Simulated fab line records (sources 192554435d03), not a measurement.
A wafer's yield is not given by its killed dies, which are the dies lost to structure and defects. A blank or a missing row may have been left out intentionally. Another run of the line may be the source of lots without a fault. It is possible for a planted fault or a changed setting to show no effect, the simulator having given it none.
8D (eight disciplines) problem report, filled in by code ; flow n5Finfet ; the parts of the form that need people (team, actions taken, sign-off) are left out

1. THE ISSUE
On 2 wafers of 1 lot, powerW at N5_FIN_CUT_STRIP_22 has a mean of 584.5 W; fault-free wafers read 500.1 W, standard deviation 1.7. Relative to the usual mean, that is a shift of +50 standard deviations.
The step: strips in N2/H2.
First observed at day 6 10:52: wafer L771.3, on rieDiel-03. Wafers with a number at this step in the record: 15, from 5 lots. By rule, "out" or "out of limits" means more than 4 standard deviations away from the usual mean. Any other wafer with a number is counted as sound.

2. WHAT IT IS AND WHAT IT IS NOT
question;is;is not
which readings at this step;powerW;drypumpMotorCurrentA, oesProductAu, showerheadPlenumPTorr, throttleValvePct
which lots;L771;L757, L758, L760, L763
which wafers of those lots;L771.3, L771.6;L771.2
read on which tools;rieDiel-03;rieDiel-02
when;from day 6 10:52;up to then (13 sound wafers)

3. WHAT RULES OUT EACH SUSPECT
Counting: if a tool at a process step up to the reading ran every lot that is out, it stays a suspect. Sound lots after the first of them don't rule it out here, since some wafers of a struck lot are sound.
- rieDiel-02 at N5_FIN_CUT_ETCH_20 (etches SiARC in CF4, target depth 26 nm, time 43.3 s): kept. The lot that is out, L771, ran on it at day 6 10:10; the last sound lot it ran before that was L763, at day 4 11:17.
- rieDiel-02 at N5_FIN_CUT_CUT_ETCH_27 (etches SiO2 in CHF3/O2, target depth 4 nm, overetch 2 nm, time 4.9 s): kept. The lot that is out, L771, ran on it at day 6 10:35; the last sound lot it ran before that was L763, at day 4 11:43.
- vaporEtch-02 at N5_FIN_CUT_PRECLEAN_35 (cleans in vHF, time 13.3 s): kept. The lot that is out, L771, ran on it at day 6 10:39; the last sound lot it ran before that was L763, at day 4 11:47.
- rieSi-05 at N5_FIN_CUT_CUT_ETCH_15 (etches Si in HBr/Cl2/O2, target depth 100 nm, bt time 10 s, time 42.4 s): kept. The lot that is out, L771, ran on it at day 6 10:44; the last sound lot it ran before that was L763, at day 4 11:52.
- rieSi-05 at N5_FIN_CUT_CUT_ETCH_28 (etches Si in HBr/Cl2/O2, target depth 6 nm, time 2.4 s): kept. The lot that is out, L771, ran on it at day 6 10:47; the last sound lot it ran before that was L763, at day 4 11:55.
- rieDiel-03 at N5_FIN_CUT_STRIP_22 (strips in N2/H2): kept. The lot that is out, L771, ran on it at day 6 10:52; the last sound lot it ran before that was L763, at day 4 11:59. On those wafers its own readings are out: powerW.
- At N5_FIN_CUT_PRECLEAN_35 on vaporEtch-02, chamber 0 took the sound wafers of the same lots and chamber 1 took the wafers that are out.
- Within rieSi-05 at N5_FIN_CUT_CUT_ETCH_15: the wafers that are out ran in chambers 0, 2; their sound lot-mates ran in chamber 1.
- Within rieSi-05 at N5_FIN_CUT_CUT_ETCH_28: the wafers that are out ran in chambers 0, 2; their sound lot-mates ran in chamber 1.
- At N5_FIN_CUT_STRIP_22 on rieDiel-03, chamber 0 took the sound wafers of the same lots and chamber 1 took the wafers that are out.
Left after counting: rieDiel-02 at N5_FIN_CUT_ETCH_20, rieDiel-02 at N5_FIN_CUT_CUT_ETCH_27, vaporEtch-02 at N5_FIN_CUT_PRECLEAN_35, rieSi-05 at N5_FIN_CUT_CUT_ETCH_15, rieSi-05 at N5_FIN_CUT_CUT_ETCH_28, rieDiel-03 at N5_FIN_CUT_STRIP_22.

4. THE CAUSE (what the simulator had put in)
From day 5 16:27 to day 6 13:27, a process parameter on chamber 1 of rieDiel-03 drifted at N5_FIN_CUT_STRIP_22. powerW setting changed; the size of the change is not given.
6 suspects survive the count, and this tool is in that group.

5. THE EFFECT CHAIN, in route order
Each row: a reading where the mean over the struck wafers with a number is more than 3 standard deviations away from the usual. Only readings whose record carries a usual standard deviation are examined. hours: median over the lots of the time between each lot's start at the first step of this table that gives one and its start at this step. sigmas: the change, counted in usual standard deviations.
hours;step;reading;usual;on struck wafers;change;sigmas
0;N5_FIN_CUT_STRIP_22;powerW;500.1 W;584.5;+84.4;+50
Its process steps:
- N5_FIN_CUT_STRIP_22: strips in N2/H2.

6. WHAT WOULD HAVE CAUGHT IT SOONER
The fault began at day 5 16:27; the first out-of-limits reading in this record came at day 6 10:52, 18 hours later.
